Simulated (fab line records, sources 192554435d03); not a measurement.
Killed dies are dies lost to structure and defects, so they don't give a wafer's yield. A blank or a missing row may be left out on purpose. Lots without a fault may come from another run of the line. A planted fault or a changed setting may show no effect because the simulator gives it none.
Which tool did it? | flow n5_finfet | 24 lots, 72 wafers sampled, at 6 steps of a route of 1938

WHAT THE GAUGES READ, wafer by wafer
N5_BEOL_M12_INSPECT_55: inspects for defects (darkfield). Usual: raw_defect_count 75, standard deviation 28.
lot  | measured     | on                | raw_defect_count | flag
L074 | day 11 13:38 | defect_inspect-02 | 109 62 74        |
L075 | day 11 19:42 | defect_inspect-01 | 35 47 49         |
L076 | day 12 03:53 | defect_inspect-01 | 65 83 70         |
L079 | day 12 08:40 | defect_inspect-02 | 72 86 69         |
L077 | day 13 00:43 | defect_inspect-02 | 102 95 99        |
L078 | day 13 06:24 | defect_inspect-01 | 63 103 84        |
L080 | day 13 15:56 | defect_inspect-02 | 75 42 50         |
L082 | day 13 20:36 | defect_inspect-01 | 86 87 74         |
L081 | day 14 04:49 | defect_inspect-01 | 64 45 83         |
L084 | day 14 10:08 | defect_inspect-01 | 113 114 104      |
L086 | day 14 15:01 | defect_inspect-01 | 38 82 51         |
L085 | day 15 06:27 | defect_inspect-02 | 59 50 55         |
L083 | day 15 07:02 | defect_inspect-02 | 85 73 68         |
L088 | day 15 11:26 | defect_inspect-01 | 79 54 39         |
L089 | day 15 20:10 | defect_inspect-01 | 53 86 61         |
L087 | day 15 20:20 | defect_inspect-01 | 88 61 75         |
L090 | day 15 20:26 | defect_inspect-01 | 42 64 42         |
L091 | day 16 14:53 | defect_inspect-02 | 97 78 90         |
L093 | day 17 00:23 | defect_inspect-02 | 57 94 79         |
L094 | day 17 01:14 | defect_inspect-02 | 148 108 108      |
L092 | day 17 02:32 | defect_inspect-01 | 61 56 36         |
L095 | day 17 04:47 | defect_inspect-01 | 97 172 101       |
L096 | day 17 20:26 | defect_inspect-02 | 32 45 51         |
L097 | day 18 08:49 | defect_inspect-02 | 91 116 62        |

N5_BEOL_M13_THK_MEAS_01. Usual: M13_ILD_THK 839 nm, standard deviation 9.6.
lot  | measured     | on            | M13_ILD_THK (nm) | flag
L074 | day 11 13:50 | film_metro-01 | 832 832 839      |
L075 | day 11 19:53 | film_metro-01 | 850 852 859      |
L076 | day 12 04:04 | film_metro-02 | 825 843 845      |
L079 | day 12 08:51 | film_metro-02 | 814 841 842      |
L077 | day 13 00:54 | film_metro-01 | 841 839 847      |
L078 | day 13 06:35 | film_metro-01 | 826 849 834      |
L080 | day 13 16:08 | film_metro-02 | 831 827 847      |
L082 | day 13 20:47 | film_metro-02 | 833 829 846      |
L081 | day 14 05:01 | film_metro-02 | 826 836 842      |
L084 | day 14 10:19 | film_metro-02 | 835 841 843      |
L086 | day 14 15:13 | film_metro-02 | 818 836 835      |
L085 | day 15 06:38 | film_metro-02 | 814 820 836      |
L083 | day 15 07:13 | film_metro-02 | 837 839 841      |
L088 | day 15 11:37 | film_metro-02 | 852 837 858      |
L089 | day 15 20:21 | film_metro-01 | 835 833 837      |
L087 | day 15 20:31 | film_metro-01 | 829 843 847      |
L090 | day 15 20:37 | film_metro-02 | 831 845 850      |
L091 | day 16 15:05 | film_metro-02 | 827 854 852      |
L093 | day 17 00:38 | film_metro-01 | 841 849 847      |
L094 | day 17 01:25 | film_metro-02 | 838 838 851      |
L092 | day 17 02:44 | film_metro-01 | 843 834 846      |
L095 | day 17 04:59 | film_metro-02 | 828 845 835      |
L096 | day 17 20:37 | film_metro-01 | 832 835 833      |
L097 | day 18 09:00 | film_metro-02 | 835 839 836      |

N5_BEOL_M14_INSPECT_55: inspects for defects (darkfield). Usual: raw_defect_count 70, standard deviation 22.
lot  | measured     | on                | raw_defect_count | flag
L074 | day 12 01:15 | defect_inspect-01 | 69 53 54         |
L075 | day 12 05:01 | defect_inspect-02 | 64 77 168        |
L076 | day 12 12:29 | defect_inspect-02 | 63 52 96         |
L079 | day 13 00:30 | defect_inspect-01 | 97 39 42         |
L077 | day 13 15:41 | defect_inspect-01 | 73 94 82         |
L078 | day 13 15:46 | defect_inspect-02 | 72 68 59         |
L080 | day 14 03:43 | defect_inspect-02 | 89 77 54         |
L082 | day 14 11:25 | defect_inspect-02 | 101 79 63        |
L081 | day 14 20:41 | defect_inspect-02 | 82 60 43         |
L084 | day 14 21:56 | defect_inspect-01 | 77 63 34         |
L086 | day 15 01:57 | defect_inspect-01 | 39 71 74         |
L085 | day 15 16:13 | defect_inspect-02 | 69 65 69         |
L083 | day 15 18:01 | defect_inspect-01 | 57 42 41         |
L088 | day 16 01:51 | defect_inspect-01 | 66 40 44         |
L089 | day 16 07:09 | defect_inspect-01 | 60 68 104        |
L087 | day 16 09:16 | defect_inspect-01 | 76 109 84        |
L090 | day 16 09:55 | defect_inspect-01 | 56 69 71         |
L091 | day 17 04:21 | defect_inspect-01 | 75 83 55         |
L093 | day 17 11:53 | defect_inspect-01 | 65 67 82         |
L094 | day 17 13:23 | defect_inspect-02 | 98 77 116        |
L092 | day 17 13:43 | defect_inspect-02 | 73 46 54         |
L095 | day 17 17:40 | defect_inspect-01 | 74 64 65         |
L096 | day 18 12:17 | defect_inspect-02 | 96 73 61         |
L097 | day 18 19:05 | defect_inspect-01 | 76 79 50         |

N5_BEOL_M15_THK_MEAS_01. Usual: M15_ILD_THK 1630 nm, standard deviation 21.
lot  | measured     | on            | M15_ILD_THK (nm) | flag
L074 | day 12 01:32 | film_metro-01 | 1612 1618 1615   |
L075 | day 12 05:18 | film_metro-02 | 1643 1634 1643   |
L076 | day 12 12:46 | film_metro-02 | 1644 1644 1635   |
L079 | day 13 00:47 | film_metro-01 | 1637 1628 1633   |
L077 | day 13 15:58 | film_metro-02 | 1628 1628 1646   |
L078 | day 13 16:03 | film_metro-02 | 1600 1626 1626   |
L080 | day 14 04:00 | film_metro-01 | 1619 1616 1646   |
L082 | day 14 11:43 | film_metro-01 | 1652 1637 1670   |
L081 | day 14 20:58 | film_metro-01 | 1625 1630 1640   |
L084 | day 14 22:14 | film_metro-02 | 1632 1644 1666   |
L086 | day 15 02:14 | film_metro-02 | 1636 1632 1663   |
L085 | day 15 16:30 | film_metro-01 | 1648 1643 1656   |
L083 | day 15 18:19 | film_metro-02 | 1613 1597 1645   |
L088 | day 16 02:08 | film_metro-01 | 1599 1597 1627   |
L089 | day 16 07:26 | film_metro-02 | 1624 1623 1663   |
L087 | day 16 09:39 | film_metro-02 | 1595 1615 1617   |
L090 | day 16 10:19 | film_metro-01 | 1600 1603 1616   |
L091 | day 17 04:39 | film_metro-01 | 1641 1665 1663   |
L093 | day 17 12:16 | film_metro-01 | 1620 1629 1619   |
L094 | day 17 13:47 | film_metro-01 | 1566 1607 1615   |
L092 | day 17 14:00 | film_metro-02 | 1632 1643 1672   |
L095 | day 17 17:57 | film_metro-01 | 1645 1653 1641   |
L096 | day 18 12:35 | film_metro-02 | 1610 1639 1609   |
L097 | day 18 19:23 | film_metro-01 | 1626 1663 1662   |

WHICH TOOL RAN EACH LOT (tool, then ch and the chambers of the sampled wafers, then the start)
lot  | N5_BEOL_M12_DEP_53              | N5_BEOL_M13_ETCH_38
L074 | pecvd-01 ch 0,1,2, day 11 13:33 | rie_diel-06 ch 0,1,3, day 11 17:40
L075 | pecvd-01 ch 0,1, day 11 19:37   | rie_diel-06 ch 1,3, day 11 22:07
L076 | pecvd-04 ch 0,2, day 12 03:47   | rie_diel-06 ch 1,3, day 12 06:55
L079 | pecvd-02 ch 1,2, day 12 08:34   | rie_diel-01 ch 0,2, day 12 11:28
L077 | pecvd-02 ch 0,1,2, day 13 00:37 | rie_diel-03 ch 0,3, day 13 05:11
L078 | pecvd-01 ch 0,1,2, day 13 06:19 | rie_diel-06 ch 0,1,2, day 13 08:45
L080 | pecvd-04 ch 0,1,2, day 13 15:52 | rie_diel-01 ch 1,3, day 13 20:02
L082 | pecvd-02 ch 1,2, day 13 20:31   | rie_diel-01 ch 0,3, day 14 02:40
L081 | pecvd-01 ch 1,2, day 14 04:44   | rie_diel-06 ch 0,2, day 14 08:07
L084 | pecvd-01 ch 1,2, day 14 10:02   | rie_diel-06 ch 1,2, day 14 13:35
L086 | pecvd-04 ch 0,1, day 14 14:55   | rie_diel-01 ch 0,3, day 14 17:47
L085 | pecvd-01 ch 0,1,2, day 15 06:22 | rie_diel-01 ch 0,3, day 15 08:45
L083 | pecvd-04 ch 0,2, day 15 06:56   | rie_diel-06 ch 0,1, day 15 09:26
L088 | pecvd-04 ch 1,2, day 15 11:19   | rie_diel-01 ch 0,3, day 15 15:36
L089 | pecvd-02 ch 0,1,2, day 15 20:04 | rie_diel-03 ch 1,2,3, day 15 23:19
L087 | pecvd-02 ch 0,1,2, day 15 20:14 | rie_diel-03 ch 2,3, day 15 23:26
L090 | pecvd-04 ch 0,1, day 15 20:20   | rie_diel-06 ch 0,1,2, day 15 23:35
L091 | pecvd-01 ch 0,1, day 16 14:48   | rie_diel-01 ch 1,3, day 16 17:52
L093 | pecvd-01 ch 0,2, day 17 00:18   | rie_diel-03 ch 0,3, day 17 04:40
L094 | pecvd-04 ch 0,1, day 17 01:08   | rie_diel-01 ch 0,2,3, day 17 05:38
L092 | pecvd-01 ch 0,2, day 17 02:26   | rie_diel-01 ch 1,2, day 17 06:13
L095 | pecvd-01 ch 0,2, day 17 04:40   | rie_diel-01 ch 1,2,3, day 17 08:22
L096 | pecvd-04 ch 0,1,2, day 17 20:20 | rie_diel-03 ch 0,2,3, day 18 01:20
L097 | pecvd-02 ch 0,1, day 18 08:44   | rie_diel-03 ch 2,3, day 18 12:52
- N5_BEOL_M12_DEP_53: deposits SiCN from 3MS/NH3, target thk 30 nm, time 10.5 s.
- N5_BEOL_M13_ETCH_38: etches SiCN in CF4/N2, target depth 67.5 nm, time 71.9 s.

WHAT THE TOOLS THEMSELVES READ (means of the sampled wafers that have a number; where no wafer has one, the mark that the record gives instead)
N5_BEOL_M12_DEP_53. Usual: showerhead_plenum_p_Torr 4.163 Torr, standard deviation 0.022; throttle_valve_pct 18.4 %, standard deviation 1.1.
lot  | tool     | showerhead_plenum_p_Torr (Torr) | throttle_valve_pct (%) | flag
L074 | pecvd-01 | 4.157                           | 18.5                   |
L075 | pecvd-01 | 4.152                           | 18.0                   |
L076 | pecvd-04 | 4.156                           | 17.9                   |
L079 | pecvd-02 | 4.165                           | 19.1                   |
L077 | pecvd-02 | 4.157                           | 18.4                   |
L078 | pecvd-01 | 4.157                           | 18.7                   |
L080 | pecvd-04 | 4.169                           | 18.3                   |
L082 | pecvd-02 | 4.156                           | 18.9                   |
L081 | pecvd-01 | 4.160                           | 19.4                   |
L084 | pecvd-01 | 4.154                           | 19.6                   |
L086 | pecvd-04 | 4.198                           | 18.5                   |
L085 | pecvd-01 | 4.153                           | 18.8                   |
L083 | pecvd-04 | 4.149                           | 17.8                   |
L088 | pecvd-04 | 4.196                           | 18.6                   |
L089 | pecvd-02 | 4.155                           | 18.4                   |
L087 | pecvd-02 | 4.159                           | 18.4                   |
L090 | pecvd-04 | 4.170                           | 18.2                   |
L091 | pecvd-01 | 4.149                           | 18.1                   |
L093 | pecvd-01 | 4.154                           | 18.7                   |
L094 | pecvd-04 | 4.194                           | 18.4                   |
L092 | pecvd-01 | 4.154                           | 18.0                   |
L095 | pecvd-01 | 4.156                           | 18.8                   |
L096 | pecvd-04 | 4.173                           | 18.1                   |
L097 | pecvd-02 | 4.142                           | 19.1                   |

N5_BEOL_M13_ETCH_38. Usual: drypump_motor_current_A 5.54 A, standard deviation 0.3; oes_product_au 0.81 a.u., standard deviation 0.095; rf_vpp_V 382.1 V, standard deviation 2; showerhead_plenum_p_Torr 2.20 Torr, standard deviation 0.068; throttle_valve_pct 15.36 %, standard deviation 0.25.
lot  | tool        | drypump_motor_current_A (A) | oes_product_au (a.u.) | rf_vpp_V (V) | showerhead_plenum_p_Torr (Torr) | throttle_valve_pct (%) | flag
L074 | rie_diel-06 | 5.52                        | 0.81                  | 382.4        | 2.19                            | 15.28                  |
L075 | rie_diel-06 | 5.67                        | 0.82                  | 381.4        | 2.19                            | 15.27                  |
L076 | rie_diel-06 | 5.36                        | 0.76                  | 381.6        | 2.14                            | 15.40                  |
L079 | rie_diel-01 | 5.48                        | 0.72                  | 382.4        | 2.20                            | 15.66                  |
L077 | rie_diel-03 | 5.61                        | 0.79                  | 381.7        | 2.18                            | 15.39                  |
L078 | rie_diel-06 | 5.78                        | 0.82                  | 384.6        | 2.26                            | 15.18                  |
L080 | rie_diel-01 | 5.60                        | 0.70                  | 382.3        | 2.22                            | 15.51                  |
L082 | rie_diel-01 | 5.46                        | 0.75                  | 381.4        | 2.15                            | 15.39                  |
L081 | rie_diel-06 | 5.63                        | 0.81                  | 384.1        | 2.25                            | 15.19                  |
L084 | rie_diel-06 | 5.96                        | 0.79                  | 384.0        | 2.28                            | 15.22                  |
L086 | rie_diel-01 | 5.26                        | 0.77                  | 382.4        | 2.19                            | 15.51                  |
L085 | rie_diel-01 | 5.27                        | 0.76                  | 381.3        | 2.19                            | 15.54                  |
L083 | rie_diel-06 | 5.61                        | 0.82                  | 382.8        | 2.22                            | 15.21                  |
L088 | rie_diel-01 | 5.26                        | 0.76                  | 381.8        | 2.19                            | 15.54                  |
L089 | rie_diel-03 | 5.42                        | 0.78                  | 380.5        | 2.12                            | 15.58                  |
L087 | rie_diel-03 | 5.44                        | 0.77                  | 381.4        | 2.18                            | 15.80                  |
L090 | rie_diel-06 | 5.78                        | 0.80                  | 383.3        | 2.25                            | 15.23                  |
L091 | rie_diel-01 | 5.64                        | 0.79                  | 380.7        | 2.16                            | 15.25                  |
L093 | rie_diel-03 | 5.61                        | 0.95                  | 381.1        | 2.17                            | 15.10                  |
L094 | rie_diel-01 | 5.47                        | 0.79                  | 380.9        | 2.17                            | 15.42                  |
L092 | rie_diel-01 | 5.62                        | 0.93                  | 381.9        | 2.22                            | 15.18                  |
L095 | rie_diel-01 | 5.65                        | 0.86                  | 381.2        | 2.18                            | 15.24                  |
L096 | rie_diel-03 | 5.55                        | 0.84                  | 381.2        | 2.17                            | 15.48                  |
L097 | rie_diel-03 | 5.56                        | 0.81                  | 381.1        | 2.17                            | 15.61                  |

THE ANSWER, worked out from the rows above alone
Rule: a lot is off if the mean of its wafers that have a number lies more than 3 standard deviations from the usual mean. A lot without any number at a reading at which 4 lots or more have one is off too. The other lots that the step has rows for count as sound. The gauges are gone through in route order, then the tools' own readings, and for those a lot's mean is taken as printed above. The first step at which some lot is off is used, and at that step the reading that is off furthest; a lot without a number counts as furthest.
No lot is off at any reading shown: from this, nothing can be told.

WHAT THE SIMULATOR HAD PUT IN
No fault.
